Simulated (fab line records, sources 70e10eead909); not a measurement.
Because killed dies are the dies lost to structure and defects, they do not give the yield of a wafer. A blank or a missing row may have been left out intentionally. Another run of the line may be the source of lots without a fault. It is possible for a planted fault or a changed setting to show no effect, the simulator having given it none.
fab line records	flow nand-harc
record lots=11	wafers=33	last-day=24
route steps=1159 shown A_CHANNEL_HOLE_D1@463 A_CHANNEL_FILL_D1@500 END@1159
lots that met no fault: taken from a fault-free run of the same line
start-h: hours from the record's first day to the start of the lot's first wafer shown	wait-h: hours since the lot's step before	" same as the row above	L1.1+2: a single row standing in for several wafers	- no value, or no start given	* or withheld: withheld	< > ~ a bound
route shown NAME@n: NAME is a module with steps in the file, n the number in the route of the first one	usual: average and standard deviation across the fault-free wafers	same: alike in all rows	chamber/n: place in a boat	sites: readings site by site	_std_site: the standard deviation of these	_edge_site: the outer-site mean with the inner-site mean subtracted	radius-mm: how far each site lies from the wafer's centre	mask NAME#n: copy n	behind: tool/chamber where the wafer was last shaped	hold: what put the lot on hold/how long, in hours/how the hold closed	device: transistor that didn't switch, given as n, p or np	end of line: the route-end tests of the same wafers	step lacking rows: just its recipe	killed: the dies lost at the first sort to structure and to defects; this is not the yield of the wafer	map: per-die view of a wafer (x killed, . not killed, _ where there is no die)
set.NAME: the setting that was run; set.NAME@STEP: the one run at that earlier step	model.NAME: the simulator's own value behind a step, which no gauge read
a sample of lots followed through the steps of the route, with each step as a table and each wafer as a row
services: when a tool's chamber went out of use (start-h, in hours from the record's first day, below 0 if earlier), for how many hours, and the reason
## steps
# step NHARC_A_CHANNEL_HOLE_D1_OVL_MEAS_11
# usual overlay-x-nm=0.1/0.76	overlay-y-nm=0.0/0.91
lot.wafer	tool	chamber	start-h	wait-h	overlay-x-nm	overlay-y-nm
L665.2	overlay-02	-	171.25	-	-0.8	-0.1
L665.4	"	-	"	"	-0.7	0.0
L665.5	"	-	"	"	-0.8	0.4
L666.3	overlay-02	-	187.95	-	0.6	-0.6
L666.4	"	-	"	"	0.8	-0.5
L666.6	"	-	"	"	0.7	-0.5
L669.3	overlay-02	-	193.76	-	0.3	0.9
L669.4	"	-	"	"	0.8	1.3
L669.5	"	-	"	"	0.3	1.1
L668.1	overlay-02	-	194.44	-	-0.3	1.2
L668.2	"	-	"	"	-0.4	0.7
L668.4	"	-	"	"	-0.2	1.4
L671.3	overlay-02	-	212.68	-	0.9	0.2
L671.4	"	-	"	"	1.5	0.2
L671.5	"	-	"	"	1.0	-0.1
L677.2	overlay-02	-	250.13	-	0.8	-1.0
L677.4	"	-	"	"	0.8	-0.8
L677.6	"	-	"	"	1.1	-1.6
L678.2	overlay-01	-	265.12	-	-0.7	1.1
L678.5	"	-	"	"	-0.4	1.2
L678.6	"	-	"	"	-0.5	1.2
L682.1	overlay-01	-	280.90	-	1.7	-1.4
L682.2	"	-	"	"	2.0	-0.9
L682.5	"	-	"	"	1.1	-1.1
L683.1	overlay-01	-	282.05	-	0.4	0.3
L683.3	"	-	"	"	0.1	0.1
L683.5	"	-	"	"	-0.2	0.5
L684.1	overlay-02	-	282.55	-	0.8	0.9
L684.2	"	-	"	"	0.1	0.6
L684.6	"	-	"	"	0.3	1.2
L685.1	overlay-01	-	294.42	-	0.6	0.0
L685.5	"	-	"	"	-0.1	-0.2
L685.6	"	-	"	"	0.4	-0.3
# step NHARC_A_CHANNEL_HOLE_D1_DESCUM_15
# recipe time-s=3	o2-flow-sccm=200	ar-flow-sccm=0	bias-power-w=0	chemistry=O2
# usual drypump-motor-current-A=5.7/0.58	oes-product-au=1.000/0.0067	rf-vpp-V=57.7/0.95	showerhead-plenum-p-Torr=1.89/0.073	throttle-valve-pct=11.312/0.0088
# same time-s=3
lot.wafer	tool	chamber	start-h	wait-h	drypump-motor-current-A	oes-product-au	rf-hours-counter-h	rf-vpp-V	showerhead-plenum-p-Torr	throttle-valve-pct
L665.2	rie-diel-02	1	171.36	0.1	5.5	0.999	1	57.1	1.92	11.313
L665.4	"	0	"	"	5.8	1.001	2	56.2	1.91	11.328
L665.5	"	1	"	"	5.4	1.000	-	57.8	1.92	11.316
L666.4	rie-diel-10	3	188.05	0.1	5.2	0.991	0	54.5	1.80	11.298
L666.3	"	2	"	"	5.8	0.991	0	56.6	1.80	11.301
L666.6	"	0	"	"	5.5	0.995	-	57.3	1.96	11.321
L669.4	rie-diel-01	3	193.86	0.1	5.3	1.012	2	57.0	1.93	11.318
L669.3	"	0	"	"	6.7	1.007	2	58.9	2.04	11.323
L669.5	"	3	"	"	5.2	1.002	-	58.3	1.93	11.307
L668.4	rie-diel-10	0	194.54	0.1	5.5	1.002	1	58.0	1.96	11.320
L668.1	"	1	"	"	4.8	1.006	1	56.2	1.80	11.321
L668.2	"	3	"	"	5.2	0.994	1	57.3	1.80	11.320
L671.3	rie-diel-10	2	212.80	0.1	5.8	0.996	2	56.7	1.80	11.306
L671.4	"	3	"	"	5.2	0.994	2	59.5	1.80	11.301
L671.5	"	0	"	"	5.5	1.001	-	59.5	1.96	11.305
L677.2	rie-diel-10	1	250.23	0.1	4.8	1.006	4	57.9	1.80	11.304
L677.4	"	0	"	"	5.5	1.001	3	58.8	1.96	11.312
L677.6	"	2	"	"	5.7	0.993	-	58.6	1.80	11.306
L678.2	rie-diel-01	2	265.23	0.1	6.7	0.994	7	59.3	1.90	11.305
L678.5	"	1	"	"	6.0	1.004	-	57.3	1.87	11.307
L678.6	"	2	"	"	6.7	1.005	-	57.1	1.90	11.301
L682.2	rie-diel-10	2	281.02	0.1	5.7	1.005	6	56.5	1.80	11.318
L682.1	"	3	"	"	5.2	1.000	5	57.1	1.80	11.320
L682.5	"	1	"	"	4.8	1.003	-	57.5	1.80	11.303
L683.1	rie-diel-01	0	282.15	0.1	6.7	0.993	10	57.3	2.03	11.329
L683.3	"	1	"	"	6.0	1.000	10	57.5	1.87	11.304
L683.5	"	3	"	"	5.2	0.998	-	58.5	1.93	11.310
L684.1	rie-diel-02	1	282.65	0.1	5.5	0.999	8	58.0	1.91	11.310
L684.2	"	0	"	"	5.8	1.004	10	58.1	1.91	11.322
L684.6	"	1	"	"	5.5	1.008	-	56.7	1.91	11.306
L685.1	rie-diel-10	1	294.54	0.1	4.8	1.005	7	57.1	1.80	11.315
L685.6	"	3	"	"	5.2	0.996	-	56.6	1.80	11.311
L685.5	"	0	"	"	5.5	0.997	-	58.0	1.96	11.320
# step NHARC_A_CHANNEL_HOLE_D1_ETCH_20
# recipe bias-v=3000	source-w=withheld	pressure-mtorr=20	time-s=361.9	ar-flow-sccm=375	c4f8-flow-sccm=89.3	o2-flow-sccm=35.7	temp-c=-20	target-depth-a=16000	chemistry=C4F8/O2/Ar
# usual drypump-motor-current-A=5.7/0.37	esc-clamp-current-uA=0.0209/0.00032	showerhead-plenum-p-Torr=3.67/0.099	throttle-valve-pct=32.155/0.0093
# same time-s=361.9
lot.wafer	tool	chamber	start-h	wait-h	drypump-motor-current-A	esc-clamp-current-uA	rf-hours-counter-h	showerhead-plenum-p-Torr	throttle-valve-pct
L665.2	har-etch-01	1	172.66	0.1	5.1	0.0203	182	3.72	32.154
L665.4	"	0	"	"	5.8	0.0210	-	3.83	32.138
L665.5	"	1	"	"	5.1	0.0203	-	3.72	32.158
L666.4	har-etch-01	0	189.44	0.2	5.8	0.0211	-	3.83	32.158
L666.3	"	1	"	"	5.1	0.0204	-	3.72	32.160
L666.6	"	0	"	"	5.8	0.0210	-	3.83	32.153
L669.4	har-etch-02	1	195.26	0.2	5.9	0.0211	-	3.66	32.159
L669.3	"	0	"	"	6.0	0.0209	-	3.56	32.139
L669.5	"	0	"	"	6.1	0.0209	-	3.56	32.156
L668.1	har-etch-02	0	199.32	0.1	6.1	0.0209	110	3.55	32.158
L668.2	"	1	"	"	6.0	0.0211	110	3.66	32.164
L668.4	"	1	"	"	5.9	0.0211	-	3.66	32.154
L671.3	har-etch-01	1	214.18	0.2	5.1	0.0203	-	3.71	32.172
L671.4	"	0	"	"	5.8	0.0211	-	3.82	32.161
L671.5	"	1	"	"	5.1	0.0203	-	3.71	32.163
L677.2	har-etch-01	1	251.58	0.1	5.1	0.0203	217	3.70	32.158
L677.4	"	1	"	"	5.1	0.0203	-	3.70	32.158
L677.6	"	1	"	"	5.1	0.0204	-	3.70	32.149
L678.2	har-etch-02	1	266.51	0.1	6.0	0.0212	137	3.64	32.138
L678.6	"	1	"	"	6.0	0.0211	-	3.64	32.166
L678.5	"	0	"	"	6.0	0.0210	-	3.54	32.151
L682.1	har-etch-02	1	282.30	0.1	6.0	0.0211	148	3.63	32.163
L682.2	"	0	"	"	6.1	0.0210	148	3.53	32.155
L682.5	"	0	"	"	6.1	0.0210	-	3.53	32.152
L683.1	har-etch-01	0	283.50	0.1	5.8	0.0211	235	3.80	32.140
L683.3	"	1	"	"	5.1	0.0203	-	3.69	32.166
L683.5	"	0	"	"	5.8	0.0211	-	3.80	32.138
L684.1	har-etch-02	0	286.46	0.1	6.1	0.0210	152	3.53	32.168
L684.2	"	1	"	"	6.0	0.0212	152	3.63	32.157
L684.6	"	0	"	"	6.1	0.0209	-	3.53	32.133
L685.1	har-etch-01	1	295.87	0.1	5.1	0.0203	239	3.69	32.151
L685.6	"	0	"	"	5.7	0.0211	-	3.80	32.141
L685.5	"	1	"	"	5.1	0.0203	-	3.69	32.145
# step NHARC_A_CHANNEL_HOLE_D1_INSPECT_40
# usual raw-defect-count=63/19
lot.wafer	tool	chamber	start-h	wait-h	raw-defect-count
L665.2	defect-inspect-02	-	178.25	-	63
L665.4	"	-	"	"	35
L665.5	"	-	"	"	59
L666.3	defect-inspect-01	-	194.92	-	65
L666.4	"	-	"	"	64
L666.6	"	-	"	"	64
L669.3	defect-inspect-01	-	200.77	-	47
L669.4	"	-	"	"	46
L669.5	"	-	"	"	84
L668.1	defect-inspect-01	-	204.89	-	46
L668.2	"	-	"	"	49
L668.4	"	-	"	"	61
L671.3	defect-inspect-02	-	219.68	-	66
L671.4	"	-	"	"	71
L671.5	"	-	"	"	80
L677.2	defect-inspect-02	-	257.27	-	76
L677.4	"	-	"	"	86
L677.6	"	-	"	"	82
L678.2	defect-inspect-02	-	272.28	-	64
L678.5	"	-	"	"	58
L678.6	"	-	"	"	58
L682.1	defect-inspect-01	-	288.05	-	54
L682.2	"	-	"	"	63
L682.5	"	-	"	"	71
L683.1	defect-inspect-02	-	289.04	-	1122
L683.3	"	-	"	"	1220
L683.5	"	-	"	"	1152
L684.1	defect-inspect-02	-	292.08	-	62
L684.2	"	-	"	"	68
L684.6	"	-	"	"	64
L685.1	defect-inspect-01	-	301.39	-	1157
L685.5	"	-	"	"	1158
L685.6	"	-	"	"	1174
# step NHARC_A_CHANNEL_FILL_D1_ETCHBACK_20
# recipe target-depth-a=270	time-s=13.5	c4f8-flow-sccm=withheld	o2-flow-sccm=8	ar-flow-sccm=withheld	rf-w=600	bias-w=1500	chemistry=C4F8/O2/Ar
# usual oes-product-au=0.96/0.035	rf-vpp-V=977/6.2
# same time-s=13.5
lot.wafer	tool	chamber	start-h	wait-h	oes-product-au	rf-hours-counter-h	rf-vpp-V
L665.4	rie-diel-05	1	202.54	-	0.98	0.9	971
L665.2	"	2	"	"	0.99	0.9	970
L665.5	"	1	"	"	0.98	-	973
L666.4	rie-diel-05	1	219.44	-	0.99	1.3	973
L666.3	"	2	"	"	1.00	1.3	970
L666.6	"	1	"	"	0.99	-	973
L669.4	rie-diel-03	0	225.97	-	1.00	0.1	980
L669.3	"	2	"	"	1.00	0.1	969
L669.5	"	3	"	"	1.01	-	977
L668.2	rie-diel-04	2	229.19	-	0.93	4.3	978
L668.4	"	0	"	"	0.92	4.4	970
L668.1	"	1	"	"	0.93	3.9	978
L671.3	rie-diel-04	3	244.21	-	0.96	4.1	987
L671.4	"	0	"	"	0.97	4.9	970
L671.5	"	1	"	"	0.96	-	977
L677.2	rie-diel-03	3	281.59	-	1.00	9.5	977
L677.4	"	0	"	"	0.99	9.1	976
L677.6	"	2	"	"	0.99	-	970
L678.2	rie-diel-04	0	298.08	-	0.99	0	970
L678.6	"	1	"	"	1.00	-	979
L678.5	"	2	"	"	1.00	-	978
L683.3	rie-diel-05	3	312.49	-	0.94	3.5	978
L683.1	"	0	"	"	0.94	3.3	987
L683.5	"	2	"	"	0.94	-	970
L682.2	rie-diel-04	3	312.50	-	1.00	0.6	987
L682.1	"	0	"	"	1.00	0.6	969
L682.5	"	2	"	"	1.00	-	977
L684.1	rie-diel-05	2	319.78	-	0.93	3.8	970
L684.2	"	3	"	"	0.93	3.6	976
L684.6	"	1	"	"	0.94	-	971
L685.1	rie-diel-05	3	326.24	-	0.93	3.8	978
L685.6	"	1	"	"	0.92	-	972
L685.5	"	2	"	"	0.93	-	970
# step NHARC_END_SORT_01
# recipe temp-c=25
# usual killed-at-array=27/11	killed-at-other=0.8/1.4	killed-at-periphery=3.3/2	killed-dies=31/11	killed-open=3.4/1.8	killed-short=2.1/1.3
# same gross-dies=677
lot.wafer	tool	chamber	start-h	wait-h	killed-at-array	killed-at-other	killed-at-periphery	killed-dies	killed-open	killed-short
L683.1	prober-02	0	547.43	2.5	103	0	5	108	1	2
L683.3	prober-02	0	549.03	3.1	89	1	6	96	6	4
L683.5	prober-02	0	550.62	3.7	100	0	5	105	1	1
L685.1	prober-01	0	560.19	2.6	80	0	3	83	1	0
L685.5	prober-01	0	563.38	3.7	93	1	2	96	2	3
L685.6	prober-01	0	564.17	4.0	125	0	3	128	3	0
# killed by level:class
L683.1 A_CHANNEL_HOLE_D1:unspecified=99 A_CHANNEL_FILL_D1:geometric-particle:short=2 P_ZERO_WELL:chamber-film-flake=2 P_GATE:chamber-film-flake=2 P_M0:geometric-particle:open=1 A_CHANNEL_HOLE_D1:chamber-film-flake=1 A_SGD_CUT:chamber-film-flake=1
L683.3 A_CHANNEL_HOLE_D1:unspecified=75 P_GATE:chamber-film-flake=4 A_CHANNEL_FILL_D1:geometric-particle:open=2 A_WL_FILL:geometric-particle:short=2 A_SGD_CUT:chamber-film-flake=2 A_CONTACT:chamber-film-flake=2 P_CONTACT:geometric-particle:open=1 P_M1:geometric-particle:open=1
L683.5 A_CHANNEL_HOLE_D1:unspecified=90 P_GATE:chamber-film-flake=5 A_CHANNEL_HOLE_D1:chamber-film-flake=3 A_CONTACT:chamber-film-flake=3 A_CHANNEL_FILL_D1:geometric-particle:open=1 A_CONTACT:geometric-particle:short=1 A_STAIRCASE:chamber-film-flake=1 A_SGD_CUT:chamber-film-flake=1
L685.1 A_CHANNEL_HOLE_D1:unspecified=65 A_STAIRCASE:chamber-film-flake=5 A_SLIT:chamber-film-flake=4 P_GATE:chamber-film-flake=3 A_WL_FILL:chamber-film-flake=2 A_CONTACT:chamber-film-flake=2 A_SGD_CUT:geometric-particle:open=1 A_CHANNEL_HOLE_D1:chamber-film-flake=1
L685.5 A_CHANNEL_HOLE_D1:unspecified=70 A_SLIT:chamber-film-flake=14 A_STAIRCASE:chamber-film-flake=3 P_CONTACT:geometric-particle:short=1 A_CHANNEL_FILL_D1:geometric-particle:short=1 A_CONTACT:geometric-particle:open=1 A_M0:geometric-particle:short=1 A_M0:geometric-particle:open=1
L685.6 A_CHANNEL_HOLE_D1:unspecified=102 A_SLIT:chamber-film-flake=14 A_STAIRCASE:chamber-film-flake=5 A_CONTACT:geometric-particle:open=3 P_GATE:chamber-film-flake=2 P_ZERO_WELL:chamber-film-flake=1 A_CHANNEL_HOLE_D1:chamber-film-flake=1
## services
tool	chamber	start-h	hours	kind
rie-diel-02	-	150.70	9.0	pm
rie-diel-10	0	155.50	-	clean
rie-diel-10	1	155.50	-	clean
rie-diel-10	2	155.50	-	clean
rie-diel-10	3	155.50	-	clean
rie-diel-05	-	163.60	9.0	pm
rie-diel-03	2	167.77	5.8	repair
rie-diel-10	-	176.50	9.0	pm
rie-diel-10	0	176.50	9.0	vent-cycle
rie-diel-03	-	177.99	0.4	repair
rie-diel-03	-	180.99	1.2	repair
rie-diel-04	3	183.92	15.8	repair
rie-diel-04	1	186.55	5.8	repair
rie-diel-03	-	215.30	9.0	pm
rie-diel-02	2	259.86	31.5	repair
rie-diel-10	3	262.31	4.8	repair
rie-diel-05	2	271.69	1.7	repair
rie-diel-04	0	276.77	4.8	repair
rie-diel-04	-	288.95	9.0	pm
har-etch-01	-	306.59	17.0	pm
rie-diel-03	-	313.01	0.5	repair
rie-diel-01	-	314.80	9.0	pm
rie-diel-02	0	320.35	6.2	repair
rie-diel-04	3	321.00	13.3	repair
## key
first-sign step=NHARC_A_CHANNEL_HOLE_D1_INSPECT_40	reading=raw-defect-count	direction=up	sigmas=59	usual=63	struck=1164
effect step=NHARC_END_SORT_01	reading=killed-dies	direction=up	sigmas=6.7	usual=31	struck=103
more-kills-born-at NHARC_A_CHANNEL_HOLE_D1_ETCH_20@har-etch-01=395
met-at NHARC_A_CHANNEL_HOLE_D1_ETCH_20
struck-lots L683,L685
tester-left-out L683,L685
not-acting-at NHARC_A_CHANNEL_HOLE_D1_OVL_MEAS_11,NHARC_A_CHANNEL_HOLE_D1_DESCUM_15,NHARC_A_CHANNEL_FILL_D1_ETCHBACK_20
onset-between 251.58 283.50
fault kind=chamber-particle-source	tool=har-etch-01	chamber=-	onset-h=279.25	steps=NHARC_A_CHANNEL_HOLE_D1_ETCH_20	rate-per-visit-cm2=1.6887	end-h=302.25
# tester-left-out: of these lots the tester's yield and bins aren't shown, on N5 and GAA mostly nor the transistor test; their killed dies are dies lost to structure and defects alone, not to doping, threshold or leakage, so they don't give the yield
